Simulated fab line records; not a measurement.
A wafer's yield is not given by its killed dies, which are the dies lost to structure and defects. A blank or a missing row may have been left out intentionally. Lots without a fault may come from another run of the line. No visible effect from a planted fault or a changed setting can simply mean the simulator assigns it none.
Which tool did it?    flow n5Finfet    Sampling: 24 lots, 72 wafers, 3 of 1938 route steps

== WHAT THE GAUGES READ, wafer by wafer ==
N5_BEOL_M5_RS_MEAS_57: a four-point-probe measurement. Usual: M5_RS 0.385 ohm/sq, standard deviation 0.013.
lot   measured      on            M5_RS (ohm/sq)     flag
L074  day 8 14:45   filmMetro-02  0.364 0.382 0.354  
L075  day 8 15:30   filmMetro-02  0.360 0.402 0.381  
L076  day 8 20:25   filmMetro-02  0.388 0.386 0.368  
L077  day 9 05:30   filmMetro-02  0.401 0.409 0.404  
L078  day 9 12:41   filmMetro-01  0.377 0.370 0.367  
L080  day 9 21:56   filmMetro-01  0.387 0.391 0.379  
L079  day 9 23:54   filmMetro-01  0.404 0.400 0.403  
L081  day 10 07:11  filmMetro-01  0.353 0.368 0.363  
L082  day 10 09:31  filmMetro-01  0.371 0.383 0.378  
L084  day 10 17:42  filmMetro-01  0.380 0.370 0.389  
L083  day 10 23:15  filmMetro-02  0.382 0.405 0.415  
L085  day 11 03:22  filmMetro-01  0.398 0.389 0.383  
L086  day 11 12:58  filmMetro-01  0.406 0.387 0.398  
L087  day 12 04:43  filmMetro-02  0.379 0.391 0.366  
L088  day 12 07:27  filmMetro-01  0.388 0.402 0.397  
L090  day 12 09:27  filmMetro-02  0.380 0.369 0.364  
L092  day 12 12:11  filmMetro-02  0.379 0.396 0.376  
L089  day 12 13:25  filmMetro-02  0.395 0.375 0.381  
L091  day 12 15:26  filmMetro-02  0.389 0.412 0.390  
L093  day 13 08:34  filmMetro-01  0.398 0.391 0.387  
L094  day 13 10:26  filmMetro-01  0.391 0.390 0.383  
L096  day 14 00:06  filmMetro-02  0.383 0.390 0.389  
L095  day 14 11:29  filmMetro-02  0.394 0.400 0.391  
L097  day 14 20:08  filmMetro-01  0.390 0.373 0.357  

N5_BEOL_M5_INSPECT_58: inspects for defects (darkfield). Usual: rawDefectCount at 72, with a standard deviation of 24.
lot   measured      on                rawDefectCount  flag
L074  day 8 14:46   defectInspect-02  73 51 94        
L075  day 8 15:31   defectInspect-02  114 58 73       
L076  day 8 20:26   defectInspect-01  35 37 48        
L077  day 9 05:31   defectInspect-01  61 120 62       
L078  day 9 12:43   defectInspect-02  86 97 73        
L080  day 9 21:58   defectInspect-02  69 94 56        
L079  day 9 23:55   defectInspect-02  57 62 65        
L081  day 10 07:13  defectInspect-02  81 90 56        
L082  day 10 09:33  defectInspect-02  73 53 87        
L084  day 10 17:43  defectInspect-02  45 75 45        
L083  day 10 23:17  defectInspect-02  39 60 71        
L085  day 11 03:23  defectInspect-01  86 68 72        
L086  day 11 13:00  defectInspect-02  61 50 70        
L087  day 12 04:44  defectInspect-02  69 43 46        
L088  day 12 07:29  defectInspect-02  154 119 142     
L090  day 12 09:29  defectInspect-01  51 96 63        
L092  day 12 12:13  defectInspect-02  62 84 121       
L089  day 12 13:27  defectInspect-02  68 60 92        
L091  day 12 15:27  defectInspect-02  37 76 42        
L093  day 13 08:35  defectInspect-01  42 84 42        
L094  day 13 10:28  defectInspect-02  104 66 76       
L096  day 14 00:08  defectInspect-02  110 86 61       
L095  day 14 11:31  defectInspect-01  45 32 65        
L097  day 14 20:10  defectInspect-02  75 62 77        

N5_BEOL_M6_THK_MEAS_01. Usual: M6_ILD_THK 155.4 nm, standard deviation 1.7.
lot   measured      on            M6_ILD_THK (nm)    flag
L074  day 8 15:23   filmMetro-01  153.0 152.9 154.7  
L075  day 8 16:08   filmMetro-01  154.9 153.4 154.3  
L076  day 8 21:03   filmMetro-01  152.5 153.7 153.6  
L077  day 9 06:08   filmMetro-01  154.3 156.1 155.1  
L078  day 9 13:48   filmMetro-01  157.1 157.5 157.8  
L080  day 9 23:04   filmMetro-01  156.0 153.5 155.8  
L079  day 10 01:01  filmMetro-01  155.5 153.6 156.0  
L081  day 10 07:50  filmMetro-01  155.7 157.3 156.9  
L082  day 10 10:36  filmMetro-01  152.5 156.7 154.8  
L084  day 10 18:20  filmMetro-02  152.3 155.7 155.0  
L083  day 11 00:02  filmMetro-01  154.6 155.3 155.2  
L085  day 11 04:01  filmMetro-02  155.1 157.2 158.0  
L086  day 11 13:37  filmMetro-01  153.9 156.5 156.8  
L087  day 12 05:21  filmMetro-01  155.6 155.5 158.1  
L088  day 12 08:05  filmMetro-01  154.6 154.3 154.6  
L090  day 12 10:05  filmMetro-01  153.8 153.3 157.9  
L092  day 12 12:49  filmMetro-01  154.9 153.2 154.9  
L089  day 12 14:04  filmMetro-01  156.2 152.9 155.7  
L091  day 12 16:05  filmMetro-02  154.9 155.8 156.9  
L093  day 13 09:13  filmMetro-02  154.4 160.0 157.4  
L094  day 13 11:34  filmMetro-01  153.5 156.2 156.0  
L096  day 14 02:11  filmMetro-02  152.7 153.6 155.8  
L095  day 14 12:37  filmMetro-01  157.4 156.3 158.0  
L097  day 14 21:21  filmMetro-02  153.6 155.4 156.5  

== EACH LOT AND THE TOOL THAT RAN IT (in order: tool; ch and the chambers of the sampled wafers; start) ==
The record holds no process step before these readings.

== AS READ BY THE TOOLS THEMSELVES (means over the sampled wafers that have a number; for cases with no such wafer, the mark the record gives instead) ==
The record holds no such reading with a usual standard deviation.

== THE ANSWER, worked out from the rows above alone ==
Rule: a lot is off if the mean of its wafers that have a number lies more than 3 standard deviations from the usual mean. A lot without any number at a reading at which 4 lots or more have one is off too. All remaining lots with rows at the step are treated as sound. After the gauges, taken in route order, come the tools' own readings; for these a lot's mean is taken, as printed above. At the first step where some lot is off, the reading lying furthest off is the one used; lots without a number count as furthest.
No lot is off at any reading shown: from this, nothing can be told.

== WHAT HAD BEEN PUT IN BY THE SIMULATOR ==
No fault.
